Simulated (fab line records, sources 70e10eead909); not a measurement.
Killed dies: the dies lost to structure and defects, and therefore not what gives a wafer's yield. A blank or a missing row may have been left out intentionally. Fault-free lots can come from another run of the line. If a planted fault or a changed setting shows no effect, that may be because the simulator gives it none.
Chamber matching / flow nandHarc / NHARC_P_BONDPAD_ETCH_37 on rieDiel-11 has 4 sister chambers
The step etches the open film in N2/H2, target depth 60 nm, overetch 18 nm, time 65.91 s. 16 wafers are shown with their chamber, then 8 later ones without.

WAFERS PAIRED WITH THEIR CHAMBERS
wafer=L074.2; chamber=2; rfVppV (V)=425.9; throttleValvePct (%)=14.164; oesProductAu (a.u.)=0.988
wafer=L074.3; chamber=3; rfVppV (V)=425.5; throttleValvePct (%)=14.168; oesProductAu (a.u.)=0.996
wafer=L074.6; chamber=3; rfVppV (V)=425.3; throttleValvePct (%)=14.171; oesProductAu (a.u.)=0.994
wafer=L078.1; chamber=2; rfVppV (V)=426.4; throttleValvePct (%)=14.169; oesProductAu (a.u.)=0.988
wafer=L078.4; chamber=0; rfVppV (V)=434.5; throttleValvePct (%)=14.169; oesProductAu (a.u.)=0.998
wafer=L078.6; chamber=3; rfVppV (V)=426.2; throttleValvePct (%)=14.166; oesProductAu (a.u.)=0.985
wafer=L077.3; chamber=2; rfVppV (V)=427.8; throttleValvePct (%)=14.162; oesProductAu (a.u.)=0.990
wafer=L077.4; chamber=0; rfVppV (V)=433.6; throttleValvePct (%)=14.167; oesProductAu (a.u.)=0.993
wafer=L077.5; chamber=1; rfVppV (V)=432.4; throttleValvePct (%)=14.186; oesProductAu (a.u.)=0.999
wafer=L081.1; chamber=2; rfVppV (V)=427.3; throttleValvePct (%)=14.184; oesProductAu (a.u.)=0.988
wafer=L081.4; chamber=0; rfVppV (V)=433.0; throttleValvePct (%)=14.166; oesProductAu (a.u.)=0.997
wafer=L081.6; chamber=3; rfVppV (V)=427.4; throttleValvePct (%)=14.176; oesProductAu (a.u.)=0.977
wafer=L083.1; chamber=0; rfVppV (V)=434.1; throttleValvePct (%)=14.162; oesProductAu (a.u.)=0.991
wafer=L083.2; chamber=3; rfVppV (V)=427.0; throttleValvePct (%)=14.154; oesProductAu (a.u.)=0.981
wafer=L083.6; chamber=2; rfVppV (V)=426.5; throttleValvePct (%)=14.166; oesProductAu (a.u.)=0.990
wafer=L084.1; chamber=0; rfVppV (V)=432.3; throttleValvePct (%)=14.170; oesProductAu (a.u.)=0.984

SIGNATURES (means of the wafers above)
reading=rfVppV; chamber 0=433.500; chamber 1=432.400; chamber 2=426.780; chamber 3=426.280; scatter within a chamber=0.852
reading=throttleValvePct; chamber 0=14.16680; chamber 1=14.18600; chamber 2=14.16900; chamber 3=14.16700; scatter within a chamber=0.00716
reading=oesProductAu; chamber 0=0.99260; chamber 1=0.99900; chamber 2=0.98880; chamber 3=0.98660; scatter within a chamber=0.00577
Rule: a wafer's distance from a chamber is the root of the sum, over the readings, of the square of ((its reading less the chamber's mean) divided by the reading's scatter). The wafer belongs to the nearest chamber; if the next one is less than 2 further off, it can't be placed. The scatter is the square root of a quotient: the sum, over the shown wafers, of each reading's squared deviation from its chamber's mean, divided by wafers minus chambers.

WAFERS WHOSE CHAMBER IS MISSING
wafer=L084.2; rfVppV (V)=426.3; throttleValvePct (%)=14.172; oesProductAu (a.u.)=0.981
wafer=L084.4; rfVppV (V)=426.5; throttleValvePct (%)=14.173; oesProductAu (a.u.)=0.975
wafer=L088.2; rfVppV (V)=427.1; throttleValvePct (%)=14.168; oesProductAu (a.u.)=0.995
wafer=L088.4; rfVppV (V)=435.8; throttleValvePct (%)=14.177; oesProductAu (a.u.)=0.998
wafer=L088.5; rfVppV (V)=433.9; throttleValvePct (%)=14.178; oesProductAu (a.u.)=0.991
wafer=L089.3; rfVppV (V)=426.2; throttleValvePct (%)=14.165; oesProductAu (a.u.)=0.980
wafer=L089.4; rfVppV (V)=430.9; throttleValvePct (%)=14.165; oesProductAu (a.u.)=0.998
wafer=L089.6; rfVppV (V)=427.3; throttleValvePct (%)=14.182; oesProductAu (a.u.)=0.990

THE CHAMBER EACH PASSED THROUGH
wafer=L084.2; from the rows above=can't be placed: 3 or 2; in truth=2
wafer=L084.4; from the rows above=can't be placed: 3 or 2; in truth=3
wafer=L088.2; from the rows above=can't be placed: 2 or 3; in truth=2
wafer=L088.4; from the rows above=can't be placed: 0 or 1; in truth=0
wafer=L088.5; from the rows above=can't be placed: 0 or 1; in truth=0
wafer=L089.3; from the rows above=can't be placed: 3 or 2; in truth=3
wafer=L089.4; from the rows above=can't be placed: 0 or 1 or 2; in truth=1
wafer=L089.6; from the rows above=can't be placed: 2 or 3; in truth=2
Correctly placed: 0 of 8. These rows do not allow placing 8 (true chamber among the candidates in 8). Placed wrongly: 0.
